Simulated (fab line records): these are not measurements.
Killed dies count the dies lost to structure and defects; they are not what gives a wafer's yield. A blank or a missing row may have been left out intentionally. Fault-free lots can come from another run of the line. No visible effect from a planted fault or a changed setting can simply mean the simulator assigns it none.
Which tool is to blame?	flow nand-harc	13 lots, 39 wafers sampled, at 5 steps of a route of 1302

== WHAT THE GAUGES READ, wafer by wafer ==
NHARC_END_SORT_01.
lot	measured	on	killed-at-array	killed-at-other	killed-at-periphery	killed-dies	killed-open	killed-short
L524	day 24 19:37	prober-01	49 34 44	0 1 1	3 0 2	52 35 47	7 2 4	4 4 2
L540	day 31 17:58	prober-02	51 43 67	0 0 0	2 2 4	53 45 71	3 1 4	6 2 6
L541	day 31 19:13	prober-01	74 87 74	0 0 0	8 3 14	82 90 88	3 2 0	4 1 4
L542	day 32 21:46	prober-02	43 28 27	0 0 0	3 4 1	46 32 28	6 2 1	3 0 0

== TOOL THAT RAN EACH LOT (tool first, then ch and the chambers of the sampled wafers, then the start) ==
lot	NHARC_A_STAIRCASE_DEP_259	NHARC_A_STAIRCASE_HM_DEP_459	NHARC_A_STAIRCASE_ETCH_452	NHARC_A_STAIRCASE_HM_DEP_462
L524	pecvd-01 ch 1,2, day 17 04:22	acl-dep-02 ch 0, day 17 09:25	rie-diel-07 ch 1,3, day 17 12:29	acl-dep-01 ch 0, day 17 19:04
L525	pecvd-01 ch 0,1, day 17 05:22	acl-dep-01 ch 0, day 17 09:23	rie-diel-12 ch 0,1,2, day 17 12:46	acl-dep-03 ch 0, day 17 18:58
L526	pecvd-02 ch 0,1,2, day 17 20:22	acl-dep-02 ch 0, day 18 00:40	rie-diel-08 ch 0,2, day 18 04:04	acl-dep-03 ch 0, day 18 05:47
L527	pecvd-04 ch 0,1, day 18 09:32	acl-dep-03 ch 0, day 18 15:20	rie-diel-08 ch 0,2,3, day 18 18:32	acl-dep-01 ch 0, day 18 21:26
L530	pecvd-01 ch 0,1, day 19 14:55	acl-dep-02 ch 0, day 19 19:28	rie-diel-08 ch 0,1,3, day 19 22:08	acl-dep-01 ch 0, day 20 03:11
L531	pecvd-02 ch 0,1,2, day 19 20:27	acl-dep-02 ch 0, day 20 02:53	rie-diel-08 ch 1,2, day 20 06:11	acl-dep-01 ch 0, day 20 08:53
L540	pecvd-02 ch 0,1,2, day 23 19:07	acl-dep-02 ch 0, day 24 01:18	rie-diel-08 ch 0,1,2, day 24 04:37	acl-dep-02 ch 0, day 24 06:40
L541	pecvd-01 ch 1,2, day 23 19:41	acl-dep-03 ch 0, day 24 01:52	rie-diel-07 ch 1,3, day 24 04:57	acl-dep-03 ch 0, day 24 06:58
L542	pecvd-02 ch 1,2, day 24 10:07	acl-dep-02 ch 0, day 24 18:37	rie-diel-12 ch 0,2, day 24 21:45	acl-dep-03 ch 0, day 24 23:46
L543	pecvd-04 ch 1,2, day 24 17:41	acl-dep-01 ch 0, day 24 22:05	rie-diel-08 ch 0,1, day 25 01:10	acl-dep-02 ch 0, day 25 03:32
L545	pecvd-01 ch 1,2, day 25 10:00	acl-dep-03 ch 0, day 25 13:54	rie-diel-08 ch 0,1,2, day 25 17:28	acl-dep-02 ch 0, day 25 19:24
L544	pecvd-02 ch 0,1, day 25 11:50	acl-dep-01 ch 0, day 25 16:20	rie-diel-12 ch 0,3, day 25 19:13	acl-dep-03 ch 0, day 25 21:45
L546	pecvd-02 ch 0,1, day 26 14:58	acl-dep-01 ch 0, day 26 23:02	rie-diel-07 ch 2,3, day 27 02:20	acl-dep-01 ch 0, day 27 11:23
- NHARC_A_STAIRCASE_DEP_259: deposits SiON, target thk 30 nm.
- NHARC_A_STAIRCASE_HM_DEP_459: deposits aC, target thk 1500 nm.
- NHARC_A_STAIRCASE_ETCH_452: etches the open film in CF4/O2, target depth 30 nm, overetch 3 nm, time 16.5 s.
- NHARC_A_STAIRCASE_HM_DEP_462: deposits aC, target thk 800 nm.

== WHAT THE TOOLS THEMSELVES READ (means of the sampled wafers that have a number; where no wafer has one, the mark that the record gives instead) ==
NHARC_A_STAIRCASE_DEP_259.
lot	tool	heater-power-outer-w (W)	heater-power-w (W)
L524	pecvd-01	402	686
L525	pecvd-01	508	804
L526	pecvd-02	489	796
L527	pecvd-04	550	861
L530	pecvd-01	438	736
L531	pecvd-02	478	784
L540	pecvd-02	465	772
L541	pecvd-01	365	628
L542	pecvd-02	508	791
L543	pecvd-04	566	914
L545	pecvd-01	369	660
L544	pecvd-02	465	798
L546	pecvd-02	468	802

NHARC_A_STAIRCASE_HM_DEP_459.
lot	tool	throttle-valve-pct (%)
L524	acl-dep-02	34.997
L525	acl-dep-01	35.006
L526	acl-dep-02	35.001
L527	acl-dep-03	34.994
L530	acl-dep-02	35.002
L531	acl-dep-02	34.999
L540	acl-dep-02	34.997
L541	acl-dep-03	35.001
L542	acl-dep-02	34.989
L543	acl-dep-01	34.989
L545	acl-dep-03	35.000
L544	acl-dep-01	35.006
L546	acl-dep-01	34.999

NHARC_A_STAIRCASE_ETCH_452.
lot	tool	bias-w (W)	cf4-flow-sccm (sccm)	drypump-motor-current-A (A)	oes-product-au (a.u.)	rf-vpp-V (V)	showerhead-plenum-p-Torr (Torr)	throttle-valve-pct (%)
L524	rie-diel-07	100.13	80.22	5.3	0.998	196.4	1.27	13.405
L525	rie-diel-12	100.16	79.79	5.7	0.988	197.4	1.32	13.400
L526	rie-diel-08	99.93	79.45	5.8	0.985	196.6	1.28	13.391
L527	rie-diel-08	100.14	80.07	6.0	0.996	197.3	1.33	13.407
L530	rie-diel-08	-	-	-	-	-	-	-
L531	rie-diel-08	-	-	-	-	-	-	-
L540	rie-diel-08	99.80	79.81	5.7	1.006	198.4	1.36	13.404
L541	rie-diel-07	99.66	79.97	5.8	1.004	196.8	1.27	13.391
L542	rie-diel-12	99.98	80.02	5.8	0.999	197.4	1.31	13.403
L543	rie-diel-08	100.10	80.11	5.7	1.015	198.3	1.39	13.398
L545	rie-diel-08	99.91	80.08	5.7	0.992	198.3	1.36	13.401
L544	rie-diel-12	99.87	79.90	5.9	1.000	197.7	1.31	13.394
L546	rie-diel-07	100.08	79.98	5.6	0.996	197.5	1.29	13.395

NHARC_A_STAIRCASE_HM_DEP_462.
lot	tool	throttle-valve-pct (%)
L524	acl-dep-01	34.994
L525	acl-dep-03	35.007
L526	acl-dep-03	35.001
L527	acl-dep-01	34.997
L530	acl-dep-01	34.992
L531	acl-dep-01	34.993
L540	acl-dep-02	35.000
L541	acl-dep-03	34.995
L542	acl-dep-03	35.000
L543	acl-dep-02	35.002
L545	acl-dep-02	34.990
L544	acl-dep-03	35.002
L546	acl-dep-01	35.003

== THE ANSWER, worked out from the rows above alone ==
Rule: the usual values come from the lots themselves. Put in order of their means at a reading, lots are off if they are a third of the lots or fewer, leave a main group of 4 or more, and stand apart from it by a gap of 3 or more times the standard deviation of the main group's means; of several such gaps the widest counts. A main group whose means are all the same, to the digits that the tables above print for the reading, isn't used. Also off: a lot with no number at a reading for which 4 or more lots have one. All remaining lots with rows at the step are treated as sound. The gauges are gone through in route order, then the tools' own readings, and for those a lot's mean is taken as printed above. The first step at which some lot is off is used, and at that step the reading that is off furthest; a lot without a number counts as furthest.
Off, at NHARC_A_STAIRCASE_ETCH_452 on bias-w: L530, L531. Without a number there: L530, L531. For the main group the mean is 99.98 W and the standard deviation 0.15.
If a tool, at that step or one of the process steps before it, ran each lot that is off and ran no sound lot following the first of them, it fits. None of those tried fits.

== WHAT WAS PUT IN BY THE SIMULATOR ==
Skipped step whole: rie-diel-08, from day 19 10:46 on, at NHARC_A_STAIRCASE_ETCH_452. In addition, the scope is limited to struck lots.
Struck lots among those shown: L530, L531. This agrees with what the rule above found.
